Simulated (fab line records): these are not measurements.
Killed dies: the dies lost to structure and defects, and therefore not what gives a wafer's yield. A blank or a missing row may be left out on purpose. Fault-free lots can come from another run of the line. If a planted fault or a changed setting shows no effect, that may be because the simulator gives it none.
Matching of chambers :: flow nand_harc :: rie_diel-09 running NHARC_A_BONDPAD_ETCH_34: 4 sister chambers
The step etches the open film in N2/H2, target depth 60 nm, overetch 18 nm, time 65.91 s. 18 wafers are shown with their chamber, then 9 later ones without.

== WAFERS PAIRED WITH THEIR CHAMBERS ==
wafer: L930.3
chamber: 0
drypump_motor_current_A (A): 6.0
rf_vpp_V (V): 430.8
oes_product_au (a.u.): 1.009

wafer: L930.4
chamber: 1
drypump_motor_current_A (A): 5.7
rf_vpp_V (V): 434.3
oes_product_au (a.u.): 1.011

wafer: L930.5
chamber: 0
drypump_motor_current_A (A): 6.0
rf_vpp_V (V): 430.7
oes_product_au (a.u.): 1.007

wafer: L934.2
chamber: 2
drypump_motor_current_A (A): 5.8
rf_vpp_V (V): 433.8
oes_product_au (a.u.): 0.990

wafer: L934.5
chamber: 2
drypump_motor_current_A (A): 5.8
rf_vpp_V (V): 432.7
oes_product_au (a.u.): 0.997

wafer: L934.6
chamber: 1
drypump_motor_current_A (A): 5.7
rf_vpp_V (V): 435.1
oes_product_au (a.u.): 0.984

wafer: L933.1
chamber: 1
drypump_motor_current_A (A): 5.7
rf_vpp_V (V): 432.3
oes_product_au (a.u.): 0.992

wafer: L933.3
chamber: 2
drypump_motor_current_A (A): 5.8
rf_vpp_V (V): 434.1
oes_product_au (a.u.): 0.992

wafer: L933.5
chamber: 3
drypump_motor_current_A (A): 4.7
rf_vpp_V (V): 433.9
oes_product_au (a.u.): 1.002

wafer: L935.1
chamber: 3
drypump_motor_current_A (A): 4.7
rf_vpp_V (V): 434.3
oes_product_au (a.u.): 0.991

wafer: L935.2
chamber: 1
drypump_motor_current_A (A): 5.8
rf_vpp_V (V): 435.5
oes_product_au (a.u.): 0.981

wafer: L935.6
chamber: 2
drypump_motor_current_A (A): 5.8
rf_vpp_V (V): 433.0
oes_product_au (a.u.): 0.992

wafer: L936.1
chamber: 0
drypump_motor_current_A (A): 6.0
rf_vpp_V (V): 431.7
oes_product_au (a.u.): 1.003

wafer: L936.4
chamber: 3
drypump_motor_current_A (A): 4.7
rf_vpp_V (V): 433.8
oes_product_au (a.u.): 0.993

wafer: L936.5
chamber: 0
drypump_motor_current_A (A): 6.0
rf_vpp_V (V): 431.9
oes_product_au (a.u.): 1.000

wafer: L939.2
chamber: 2
drypump_motor_current_A (A): 5.8
rf_vpp_V (V): 433.3
oes_product_au (a.u.): 1.002

wafer: L939.4
chamber: 1
drypump_motor_current_A (A): 5.7
rf_vpp_V (V): 434.8
oes_product_au (a.u.): 0.990

wafer: L939.5
chamber: 3
drypump_motor_current_A (A): 4.7
rf_vpp_V (V): 436.4
oes_product_au (a.u.): 0.992

SIGNATURES (averages over the wafers above)
reading: drypump_motor_current_A
chamber 0: 6.000
chamber 1: 5.720
chamber 2: 5.800
chamber 3: 4.700
scatter within a chamber: 0.0239

reading: rf_vpp_V
chamber 0: 431.275
chamber 1: 434.400
chamber 2: 433.380
chamber 3: 434.600
scatter within a chamber: 0.97

reading: oes_product_au
chamber 0: 1.00475
chamber 1: 0.99160
chamber 2: 0.99460
chamber 3: 0.99450
scatter within a chamber: 0.00742
Rule: distance of a wafer from a chamber = root of the sum over the readings of ((wafer's reading minus chamber's mean) / reading's scatter) squared. The wafer belongs to the nearest chamber; if the next one is less than 2 further off, it can't be placed. The scatter: take each reading less its chamber's mean, square it, sum over the shown wafers, divide by the number of wafers less the number of chambers, and take the root.

== WAFERS WITH NO CHAMBER GIVEN ==
wafer: L949.3
drypump_motor_current_A (A): 5.8
rf_vpp_V (V): 435.1
oes_product_au (a.u.): 1.006

wafer: L949.4
drypump_motor_current_A (A): 5.8
rf_vpp_V (V): 432.6
oes_product_au (a.u.): 0.999

wafer: L949.6
drypump_motor_current_A (A): 4.7
rf_vpp_V (V): 435.5
oes_product_au (a.u.): 0.980

wafer: L952.1
drypump_motor_current_A (A): 5.8
rf_vpp_V (V): 432.3
oes_product_au (a.u.): 0.990

wafer: L952.2
drypump_motor_current_A (A): 4.7
rf_vpp_V (V): 433.2
oes_product_au (a.u.): 0.989

wafer: L952.4
drypump_motor_current_A (A): 6.0
rf_vpp_V (V): 431.1
oes_product_au (a.u.): 1.006

wafer: L953.2
drypump_motor_current_A (A): 4.7
rf_vpp_V (V): 434.6
oes_product_au (a.u.): 0.989

wafer: L953.3
drypump_motor_current_A (A): 5.8
rf_vpp_V (V): 434.0
oes_product_au (a.u.): 1.000

wafer: L953.5
drypump_motor_current_A (A): 4.7
rf_vpp_V (V): 434.5
oes_product_au (a.u.): 0.984

== CHAMBER TAKEN BY EACH ==
wafer: L949.3
from the rows above: can't be placed: 2 or 1
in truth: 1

wafer: L949.4
from the rows above: 2
in truth: 2

wafer: L949.6
from the rows above: 3
in truth: 3

wafer: L952.1
from the rows above: 2
in truth: 2

wafer: L952.2
from the rows above: 3
in truth: 3

wafer: L952.4
from the rows above: 0
in truth: 0

wafer: L953.2
from the rows above: 3
in truth: 3

wafer: L953.3
from the rows above: 2
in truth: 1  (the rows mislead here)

wafer: L953.5
from the rows above: 3
in truth: 3
7 of 9 placed correctly. Not placeable from these rows: 1 (in 1, the candidates include the true chamber). Number placed wrongly: 1.
